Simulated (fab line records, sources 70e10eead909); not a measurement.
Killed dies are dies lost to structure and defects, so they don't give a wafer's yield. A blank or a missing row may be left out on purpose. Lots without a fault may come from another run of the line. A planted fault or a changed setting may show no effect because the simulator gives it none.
Chamber matching | flow nand_harc | NHARC_A_STAIRCASE_DESCUM_168 on rie_diel-07: 4 sister chambers
The step chemistry O2, time 3 s. 22 wafers are shown with their chamber, then 11 later ones without.

WAFERS WITH THEIR CHAMBER
wafer  | chamber | drypump_motor_current_A (A) | showerhead_plenum_p_Torr (Torr) | oes_product_au (a.u.)
L075.2 | 1       | 6.6                         | 1.91                            | 1.025
L075.3 | 2       | 6.1                         | 1.88                            | 1.002
L075.5 | 2       | 6.2                         | 1.88                            | 1.007
L079.2 | 0       | 5.3                         | 1.97                            | 0.996
L079.5 | 3       | 5.1                         | 1.93                            | 0.981
L079.6 | 0       | 5.3                         | 1.97                            | 1.000
L085.2 | 0       | 5.4                         | 1.96                            | 1.006
L085.3 | 2       | 6.2                         | 1.87                            | 1.002
L085.5 | 3       | 5.1                         | 1.92                            | 0.986
L086.1 | 3       | 5.1                         | 1.92                            | 0.982
L086.2 | 2       | 6.1                         | 1.87                            | 0.993
L086.3 | 1       | 6.6                         | 1.90                            | 1.000
L087.3 | 2       | 6.1                         | 1.87                            | 0.995
L087.5 | 0       | 5.3                         | 1.96                            | 1.019
L087.6 | 3       | 5.1                         | 1.92                            | 0.976
L089.2 | 1       | 6.6                         | 1.90                            | 1.025
L089.3 | 3       | 5.1                         | 1.92                            | 0.986
L089.5 | 2       | 6.2                         | 1.86                            | 1.002
L093.1 | 0       | 5.3                         | 1.96                            | 1.018
L093.2 | 3       | 5.1                         | 1.92                            | 0.991
L093.3 | 1       | 6.6                         | 1.90                            | 1.016
L093.4 | 2       | 6.1                         | 1.86                            | 1.011

SIGNATURES (means of the wafers above)
reading                  | chamber 0 | chamber 1 | chamber 2 | chamber 3 | scatter within a chamber
drypump_motor_current_A  | 5.320     | 6.600     | 6.143     | 5.100     | 0.0374
showerhead_plenum_p_Torr | 1.9640    | 1.9025    | 1.8700    | 1.9217    | 0.00614
oes_product_au           | 1.00780   | 1.01650   | 1.00171   | 0.98367   | 0.00823
Rule: a wafer's distance from a chamber is the root of the sum, over the readings, of the square of ((its reading less the chamber's mean) divided by the reading's scatter). The wafer belongs to the nearest chamber; if the next one is less than 2 further off, it can't be placed. The scatter: the root of (the sum of the squares of (reading less its chamber's mean) over the shown wafers, divided by (wafers less chambers)).

WAFERS WITHOUT THEIR CHAMBER
wafer  | drypump_motor_current_A (A) | showerhead_plenum_p_Torr (Torr) | oes_product_au (a.u.)
L093.5 | 6.2                         | 1.86                            | 1.007
L093.6 | 6.7                         | 1.90                            | 1.009
L090.1 | 5.1                         | 1.92                            | 0.977
L090.4 | 6.2                         | 1.86                            | 0.998
L090.5 | 5.1                         | 1.92                            | 0.990
L096.1 | 5.1                         | 1.92                            | 0.985
L096.5 | 6.7                         | 1.89                            | 1.013
L096.6 | 6.2                         | 1.86                            | 1.010
L097.1 | 5.1                         | 1.91                            | 0.992
L097.2 | 6.2                         | 1.86                            | 1.010
L097.3 | 6.7                         | 1.89                            | 1.017

WHICH CHAMBER EACH WENT THROUGH
wafer  | from the rows above | in truth
L093.5 | 2                   | 2
L093.6 | 1                   | 1
L090.1 | 3                   | 3
L090.4 | 2                   | 2
L090.5 | 3                   | 3
L096.1 | 3                   | 3
L096.5 | 1                   | 1
L096.6 | 2                   | 2
L097.1 | 3                   | 3
L097.2 | 2                   | 2
L097.3 | 1                   | 1
Placed correctly: 11 of 11. Can't be placed from these rows: 0. Placed wrongly: 0.
